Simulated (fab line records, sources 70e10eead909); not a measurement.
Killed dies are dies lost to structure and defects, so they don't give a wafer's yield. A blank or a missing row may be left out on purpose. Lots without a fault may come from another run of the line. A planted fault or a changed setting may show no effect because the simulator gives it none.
Chamber matching | flow nand_harc | NHARC_A_M1_DESCUM_14 on rie_diel-09: 4 sister chambers
The step chemistry O2, time 3 s. 24 wafers are shown with their chamber, then 12 later ones without.

WAFERS WITH THEIR CHAMBER
wafer  | chamber | showerhead_plenum_p_Torr (Torr) | oes_product_au (a.u.) | rf_vpp_V (V)
L075.2 | 3       | 1.97                            | 1.001                 | 57.9
L075.4 | 0       | 1.84                            | 0.993                 | 57.6
L075.6 | 0       | 1.84                            | 1.004                 | 56.8
L079.1 | 2       | 1.82                            | 0.999                 | 57.5
L079.3 | 1       | 1.95                            | 0.997                 | 56.7
L079.6 | 1       | 1.95                            | 0.994                 | 58.5
L078.2 | 0       | 1.84                            | 0.993                 | 57.0
L078.3 | 1       | 1.95                            | 1.002                 | 58.3
L078.4 | 2       | 1.82                            | 0.998                 | 57.1
L081.2 | 3       | 1.97                            | 1.015                 | 59.6
L081.3 | 2       | 1.82                            | 1.000                 | 57.8
L081.4 | 1       | 1.95                            | 1.015                 | 58.0
L084.3 | 3       | 1.97                            | 1.007                 | 58.5
L084.5 | 1       | 1.94                            | 1.012                 | 57.2
L084.6 | 2       | 1.82                            | 0.996                 | 57.0
L086.1 | 2       | 1.82                            | 1.001                 | 58.5
L086.2 | 3       | 1.97                            | 1.009                 | 58.7
L086.4 | 0       | 1.84                            | 0.999                 | 56.7
L088.2 | 3       | 1.97                            | 1.019                 | 57.4
L088.4 | 2       | 1.82                            | 0.992                 | 57.8
L088.5 | 0       | 1.83                            | 1.007                 | 58.5
L085.1 | 0       | 1.83                            | 0.995                 | 56.6
L085.4 | 3       | 1.97                            | 1.008                 | 58.2
L085.6 | 0       | 1.83                            | 0.994                 | 56.6

SIGNATURES (means of the wafers above)
reading                  | chamber 0 | chamber 1 | chamber 2 | chamber 3 | scatter within a chamber
showerhead_plenum_p_Torr | 1.8357    | 1.9480    | 1.8200    | 1.9700    | 0.00355
oes_product_au           | 0.99786   | 1.00400   | 0.99767   | 1.00983   | 0.00627
rf_vpp_V                 | 57.114    | 57.740    | 57.617    | 58.383    | 0.694
Rule: a wafer's distance from a chamber is the root of the sum, over the readings, of the square of ((its reading less the chamber's mean) divided by the reading's scatter). The wafer belongs to the nearest chamber; if the next one is less than 2 further off, it can't be placed. The scatter: the root of (the sum of the squares of (reading less its chamber's mean) over the shown wafers, divided by (wafers less chambers)).

WAFERS WITHOUT THEIR CHAMBER
wafer  | showerhead_plenum_p_Torr (Torr) | oes_product_au (a.u.) | rf_vpp_V (V)
L089.1 | 1.82                            | 0.999                 | 57.3
L089.4 | 1.97                            | 0.999                 | 57.0
L089.5 | 1.82                            | 0.993                 | 56.8
L094.2 | 1.82                            | 0.997                 | 56.8
L094.3 | 1.83                            | 0.995                 | 57.9
L094.4 | 1.94                            | 1.010                 | 58.1
L096.2 | 1.97                            | 1.000                 | 58.4
L096.5 | 1.94                            | 0.994                 | 58.1
L096.6 | 1.82                            | 0.989                 | 57.5
L097.1 | 1.94                            | 0.995                 | 57.5
L097.3 | 1.83                            | 0.986                 | 57.9
L097.5 | 1.82                            | 0.997                 | 57.4

WHICH CHAMBER EACH WENT THROUGH
wafer  | from the rows above     | in truth
L089.1 | 2                       | 2
L089.4 | 3                       | 3
L089.5 | 2                       | 2
L094.2 | 2                       | 2
L094.3 | can't be placed: 0 or 2 | 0
L094.4 | 1                       | 1
L096.2 | 3                       | 3
L096.5 | 1                       | 1
L096.6 | 2                       | 2
L097.1 | 1                       | 1
L097.3 | can't be placed: 0 or 2 | 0
L097.5 | 2                       | 2
Placed correctly: 10 of 12. Can't be placed from these rows: 2 (the true chamber is among the candidates in 2). Placed wrongly: 0.
